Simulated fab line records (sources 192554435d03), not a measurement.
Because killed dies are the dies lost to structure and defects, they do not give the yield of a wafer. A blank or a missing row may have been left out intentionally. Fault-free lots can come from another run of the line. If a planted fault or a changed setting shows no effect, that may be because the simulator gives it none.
fab line records -- flow n5Finfet
[record] lots = 3, wafers = 9, lastDay = 18
route steps=1938 shown BEOL_M5@1119 PASSIVATION@1936
lots untouched by any fault: they come from a run of this same line in which no faults occurred
startH: the number of hours between the record's first day and the start of the first shown wafer of the lot -- waitH: hours from the lot's prior step to this one -- " unchanged from the row above -- L1.1+2: several wafers, shown together as one row -- - no value, or no start given -- * or withheld: withheld -- < > ~ a bound
route shown NAME@n: a module of which the file shows steps, and the number in the route of the first -- usual: mean/standard deviation of fault-free wafers -- same: alike in all rows -- chamber/n: place in a boat -- sites: each site's reading -- _std_site: standard deviation across them -- _edge_site: inner sites' mean taken away from outer sites' mean -- radiusMm: how far each site lies from the wafer's centre -- mask NAME#n: copy n -- behind: the most recent tool/chamber to have shaped the wafer -- hold: reason for holding the lot/hours on hold/outcome of the hold -- device: the transistor (n, p or np) that didn't switch -- end of line: tests run on the same wafers once the route is complete -- where a step has no rows: the recipe by itself -- killed: dies that structure and defects cost at the first sort, which is not the same as the wafer's yield -- map: the dies of a wafer, with x for killed, . for not killed, _ for no die there
set.NAME: setting as actually run; set.NAME@STEP: the setting as run at that earlier step -- model.NAME: the simulator's own value behind a step, which no gauge read
lots at selected steps of the route; one table per step, one row per wafer
services: a tool's chamber out of use, with start hour (startH, from the record's first day; less than 0 if before it), hours out, and reason
[[steps]]
[step N5_BEOL_M5_COAT_71]
[recipe] resist = underlayer, tempC = 205, timeS = 60, spinRpm = 1500, resistThkNm = 5
[step N5_BEOL_M5_COAT_05]
[recipe] resist = CAR-EUV, spinRpm = 1500, resistThkNm = 30
[step N5_BEOL_M5_EBR_07]
[recipe] solvent = PGMEA, ebrWidthMm = 1.5
[step N5_BEOL_M5_SOFTBAKE_06]
[recipe] tempC = 110, timeS = 60, resist = CAR-EUV
[step N5_BEOL_M5_EXPOSE_08]
[recipe] maskId = M5, na = 0.33, sourceShape = annular, sigmaInner = 0.4, sigmaOuter = 0.8, polarization = unpolarized, targetCdNm = 28, doseMj = 35.75
[step N5_BEOL_M5_PEB_09]
[recipe] pebTempC = 100, pebTimeS = 60, resist = CAR-EUV
[step N5_BEOL_M5_DEVELOP_10]
[recipe] developTimeS = 30, developer = TMAH, resist = CAR-EUV, rinseLiquid = surfactantRinse, dry = airSpin, devTempC = 23
[step N5_BEOL_M5_DESCUM_16]
[recipe] chemistry = O2, timeS = 7, sourcePowerW = 50, biasPowerW = 20, pressureMtorr = 20, rfFrequencyHz = 2.712e+07, tempC = 40, resist = CAR-EUV, o2FlowSccm = 225
[step N5_BEOL_M5_ETCH_72]
[recipe] chemistry = N2/H2, target = underlayer, targetDepthA = 65, maskMaterial = CAR-EUV, timeS = 5.2, ionEnergyEv = 200, pressureMtorr = 30, sourceW = 840, biasW = 150, n2FlowSccm = 200, h2FlowSccm = 200, ends = cleared
[step N5_BEOL_M5_ETCH_61]
[recipe] chemistry = CF4, target = SiARC, targetDepthA = 156, maskMaterial = CAR-EUV, timeS = 26, ionEnergyEv = 80, pressureMtorr = 40, sourceW = 545, biasW = 36, Ar_flow_sccm = 100, cf4FlowSccm = 100, ends = cleared
[usual] drypumpMotorCurrentA = 5.8/0.45, etchRfOnTimeS = 25.9/0.51, oesProductAu = 0.67/0.079, rfVppV = 183.5/1.3, showerheadPlenumPTorr = 2.10/0.068, throttleValvePct = 15.59/0.28
lot.wafer,tool,chamber,startH,waitH,drypumpMotorCurrentA,etchRfOnTimeS,oesProductAu,rfHoursCounterH,rfVppV,showerheadPlenumPTorr,throttleValvePct
L241.4,rieDiel-03,3,221.71,0.0,6.2,26.1,0.67,117,184.4,2.07,15.60
L241.5,rieDiel-03,1,221.71,0.0,4.8,24.8,0.83,-,184.7,2.19,15.29
L241.6,rieDiel-03,2,221.71,0.0,6.2,26.1,0.62,-,182.2,2.05,15.63
L253.1,rieDiel-02,2,290.60,0.0,5.2,25.2,0.76,30,183.4,2.09,15.12
L253.2,rieDiel-02,3,290.60,0.0,6.3,26.0,0.76,26,184.1,2.18,15.11
L253.5,rieDiel-02,1,290.60,0.0,5.7,25.7,0.63,-,183.3,1.98,15.27
L255.2,rieDiel-03,0,323.03,0.0,6.1,26.5,0.61,222,181.7,2.03,15.83
L255.4,rieDiel-03,3,323.03,0.0,6.2,26.7,0.64,149,180.9,2.06,15.65
L255.6,rieDiel-03,2,323.03,0.0,6.2,26.3,0.59,-,183.3,2.04,15.74
[step N5_BEOL_M5_ETCH_62]
[recipe] chemistry = N2/H2, target = SOC, targetDepthA = 750, overetchA = 150, maskMaterial = SiARC, tempC = 40, timeS = 112.5, ionEnergyEv = 200, pressureMtorr = 30, sourceW = 840, biasW = 150, n2FlowSccm = 200, h2FlowSccm = 200
[step N5_BEOL_M5_STRIP_63]
[recipe] chemistry = N2/H2, tempC = 40, n2FlowSccm = 200, h2FlowSccm = 200, rfFrequencyHz = 6e+07
[step N5_BEOL_M5_STRIP_73]
[recipe] chemistry = N2/H2, tempC = 40, n2FlowSccm = 200, h2FlowSccm = 200, rfFrequencyHz = 6e+07
[step N5_BEOL_M5_STRIP_64]
[recipe] chemistry = CF4, resist = SiARC, powerW = 300, biasPowerW = 75, pressureMtorr = 50, cf4FlowSccm = 150, rfFrequencyHz = 6e+07
[step N5_BEOL_M5_HM_OPEN_17]
[recipe] chemistry = Cl2/BCl3, targetDepthA = 200, overetchA = 60, target = TiN, maskMaterial = SOC, ionEnergyEv = 150, pressureMtorr = 10, icpW = 1000, biasW = 126, Cl2_flow_sccm = 53.25, bcl3FlowSccm = 21.75, Ar_flow_sccm = 25
[step N5_BEOL_M5_STRIP_19]
[recipe] chemistry = O2, powerW = 400, tempC = 40, pressureMtorr = 30, rfFrequencyHz = 6e+07, biasPowerW = 0, overashFraction = 0.2, o2FlowSccm = 225
[step N5_BEOL_M5_COAT_65]
[recipe] resist = SOC, tempC = 250, timeS = 60, spinRpm = 1500, resistThkNm = 60
[step N5_BEOL_M5_COAT_66]
[recipe] resist = SiARC, tempC = 220, timeS = 60, spinRpm = 1500, resistThkNm = 12
[step N5_BEOL_M5_COAT_74]
[recipe] resist = underlayer, tempC = 205, timeS = 60, spinRpm = 1500, resistThkNm = 5
[step N5_BEOL_M5_COAT_22]
[recipe] resist = CAR-EUV, spinRpm = 1500, resistThkNm = 30
[step N5_BEOL_M5_EBR_24]
[recipe] solvent = PGMEA, ebrWidthMm = 1.5
[step N5_BEOL_M5_SOFTBAKE_23]
[recipe] tempC = 110, timeS = 60, resist = CAR-EUV
[step N5_BEOL_M5_EXPOSE_25]
[recipe] maskId = V4, na = 0.33, sourceShape = quasar, sigmaInner = 0.2, sigmaOuter = 0.6, polarization = unpolarized, defocusNm = 10, doseMj = 52.75
[step N5_BEOL_M5_PEB_26]
[recipe] pebTempC = 100, pebTimeS = 60, resist = CAR-EUV
[step N5_BEOL_M5_DEVELOP_27]
[recipe] developTimeS = 30, developer = TMAH, resist = CAR-EUV, rinseLiquid = surfactantRinse, dry = airSpin, devTempC = 23
[step N5_BEOL_M5_INSPECT_30]
[recipe] mode = adi, inspectInstrument = brightfield
[usual] rawDefectCount = 375/81
lot.wafer,tool,chamber,startH,waitH,rawDefectCount
L241.4,defectInspect-01,-,222.54,0.0,630
L241.5,defectInspect-01,-,222.54,0.0,592
L241.6,defectInspect-01,-,222.54,0.0,530
L253.1,defectInspect-02,-,291.96,0.1,340
L253.2,defectInspect-02,-,291.96,0.1,356
L253.5,defectInspect-02,-,291.96,0.1,337
L255.2,defectInspect-02,-,324.05,0.0,258
L255.4,defectInspect-02,-,324.05,0.0,300
L255.6,defectInspect-02,-,324.05,0.0,215
[step N5_BEOL_M5_DESCUM_33]
[recipe] chemistry = O2, timeS = 7, sourcePowerW = 50, biasPowerW = 20, pressureMtorr = 20, rfFrequencyHz = 2.712e+07, tempC = 40, resist = CAR-EUV, o2FlowSccm = 225
[step N5_PASSIVATION_PROBE_49]
[usual] defectLimitedYield = 91.5/1.3, killed_at_M0_to_M3 = 33/11, killed_at_M4_up = 14/5.3, killedAtContacts = 11/6.3, killedAtFrontEnd = 38/10, killedAtOther = 3.7/2.8, killedDies = 101/16, killedOpen = 67/12, killedShort = 32/7.4, sort_bin_5_function = 5.0/0.86, sort_bin_6_memory = 3.2/0.69, sortNPass = 1079/16, sortYieldPct = 91.5/1.3
[same] grossDies = 1180, killedAtBackSide = 0, sort_bin_4_leakage[%] = 0, sort_bin_8_speed[%] = 0
lot.wafer,tool,chamber,startH,waitH,defectLimitedYield[%],killed_at_M0_to_M3,killed_at_M4_up,killedAtContacts,killedAtFrontEnd,killedAtOther,killedDies,killedOpen,killedShort,sort_bin_5_function[%],sort_bin_6_memory[%],sortNPass,sortYieldPct[%]
L241.4,prober-02,-,312.28,0.2,82.3,43,101,13,44,8,209,82,35,10.7,5.3,971,82.3
L241.5,prober-02,-,312.33,0.2,83.7,40,104,6,36,6,192,64,32,10.5,4.5,988,83.7
L241.6,prober-02,-,312.38,0.3,86.2,38,54,17,44,10,163,79,38,7.8,4.8,1017,86.2
L253.1,prober-02,-,390.04,0.0,89.7,56,25,15,24,1,121,87,30,6.0,4.0,1059,89.7
L253.2,prober-02,-,390.09,0.1,91.0,28,16,22,36,4,106,60,43,5.2,3.5,1074,91.0
L253.5,prober-02,-,390.24,0.2,90.1,44,22,9,38,4,117,77,39,6.3,3.2,1063,90.1
// killed by level:class
L241.4 BEOL_M5:unspecified=91 STI_FIN_REVEAL:geometricParticle:open=17 BEOL_M0_SAQP:geometricParticle:open=13 MOL_CONTACT_COAG:geometricParticle:open=11 BEOL_M0_SAQP:geometricParticle:short=11 BEOL_M3:geometricParticle:open=10 FIN_SAQP:geometricParticle:open=9 MIM_TOP_ETCH:geometricParticle:open=6
L241.5 BEOL_M5:unspecified=93 BEOL_M3:geometricParticle:open=13 BEOL_M2:geometricParticle:open=8 FIN_SAQP:geometricParticle:open=7 BEOL_M0_SAQP:geometricParticle:short=7 BEOL_M1:geometricParticle:open=7 DUMMY_GATE:geometricParticle:open=6 STI_FIN_REVEAL:geometricParticle:open=6
L241.6 BEOL_M5:unspecified=44 MOL_CONTACT_COAG:geometricParticle:open=14 BEOL_M3:geometricParticle:open=14 FIN_SAQP:geometricParticle:open=13 FIN_SAQP:geometricParticle:short=8 BEOL_M4:geometricParticle:open=7 BEOL_M2:geometricParticle:open=6 STI_FIN_REVEAL:geometricParticle:open=5
L253.1 BEOL_M3:geometricParticle:open=13 MOL_CONTACT_COAG:geometricParticle:open=12 BEOL_M0_SAQP:geometricParticle:short=12 BEOL_M2:geometricParticle:open=11 BEOL_M4:geometricParticle:open=10 BEOL_M0_SAQP:geometricParticle:open=9 FIN_SAQP:geometricParticle:short=6 STI_FIN_REVEAL:geometricParticle:open=6
L253.2 MOL_CONTACT_COAG:geometricParticle:open=14 BEOL_M0_SAQP:geometricParticle:short=10 FIN_SAQP:geometricParticle:open=8 MOL_CONTACT_COAG:geometricParticle:short=8 BEOL_M4:geometricParticle:open=8 BEOL_M0_SAQP:geometricParticle:open=7 STI_FIN_REVEAL:geometricParticle:open=6 FIN_SAQP:geometricParticle:short=5
L253.5 BEOL_M0_SAQP:geometricParticle:short=17 BEOL_M0_SAQP:geometricParticle:open=14 BEOL_M4:geometricParticle:open=14 FIN_SAQP:geometricParticle:open=10 FIN_SAQP:geometricParticle:short=10 MOL_CONTACT_COAG:geometricParticle:open=8 BEOL_M3:geometricParticle:open=5 STI_FIN_REVEAL:geometricParticle:open=4
// map L241.4 (x killed, . not)
_________________x...........________________
______________..x............x.x_____________
___________.x.......xx....x..x.....__________
__________.................x........_________
________................x...x......x.._______
_______xx........x......x...x.........x______
______.....x......x....................x_____
_____...x..x...x..................x......____
____.......x...x..x....x..................___
___.......xx...x.x..xx.....................__
___.......xxxxx......x.....x.....x....x....__
__...x.....x..xxxxxx........................_
__xx....x..xxxxxxxxxx............x...x......_
_.........xxxxxxxxxxxxxx...........x.........
_......x.x.xxxxxxxxxx.x........x......x......
_x...x..xxxxxxxxxxxxxxx......................
_...x.......xxxxxxxxxx.............xx........
_..xx..x...xxxxxxxx..x.......................
_.........xxxxxxx..x............x............
_.........xx.x..xx.x...x...x.................
_................x..........x........x.......
__.............x.x........x...............x._
__xx.......x..x............................._
___.x....x.......x.x...........x...........__
___........x......x..............x.........__
____x..x.xxxx.....x........x....x.x..x....___
_____..x.....x..x..............x...x.....____
______.................................._____
_______............x...........x.......______
________...xx....x...................x_______
__________....x.......x........x...._________
___________.....xx......x......x...__________
______________..x...........x.x._____________
_________________.....x......________________
// map L255.6 (x killed, . not)
_________________............________________
______________.................._____________
___________........................__________
__________..x...................x..._________
________...x......x......x...x........_______
_______...xx..x.......x................______
______...........x....x.....x.......x..._____
_____................x....x......x.......____
____.............x...x....x....x.x........___
___......x.................................__
___x..x.....................x..............__
__.x..........................x...x........._
__..x..........x..x.....x.x................._
_......x...........x.xx....x..x..............
_...x......x...x.................x...........
_...x........................................
_.............x.........xx..x.............x..
_...............x.....x......................
_.............x.................x........x...
_.......x....x...............................
_..x.........x...x....x.....x.........x......
__.x....x.........x...........x...x........._
__................x...x.....x.........x....x_
___x..x....................x..........x....__
___....................x...................__
____.............x...........x...........x___
_____....x......x.......x......x.x.......____
______.x................xx.........x...._____
_______......x................x......x.______
________...........................x.._______
__________......................x..._________
___________..x.........x...........__________
______________..........x......._____________
_________________.x.........x________________
[[services]]
tool,chamber,startH,hours,kind
rieDiel-02,-,270.26,14.6,pm
rieDiel-02,-,289.47,0.3,repair
[[key]]
[firstSign] step = N5_BEOL_M5_INSPECT_30, reading = rawDefectCount, direction = up, sigmas = 2.6, usual = 375, struck = 584
[effect] step = N5_PASSIVATION_PROBE_49, reading = killed_at_M4_up, direction = up, sigmas = 14, usual = 14, struck = 86
[moreKillsBornAt] N5_BEOL_M5_ETCH_61@rieDiel-03 = 228
metAt N5_BEOL_M5_ETCH_61
struckWafers L241.4,L241.5,L241.6
[fault] kind = chamberParticleSource, tool = rieDiel-03, chamber = -, onsetH = 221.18, steps = N5_BEOL_M5_ETCH_61, ratePerVisitCm2 = 0.39674, endH = 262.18
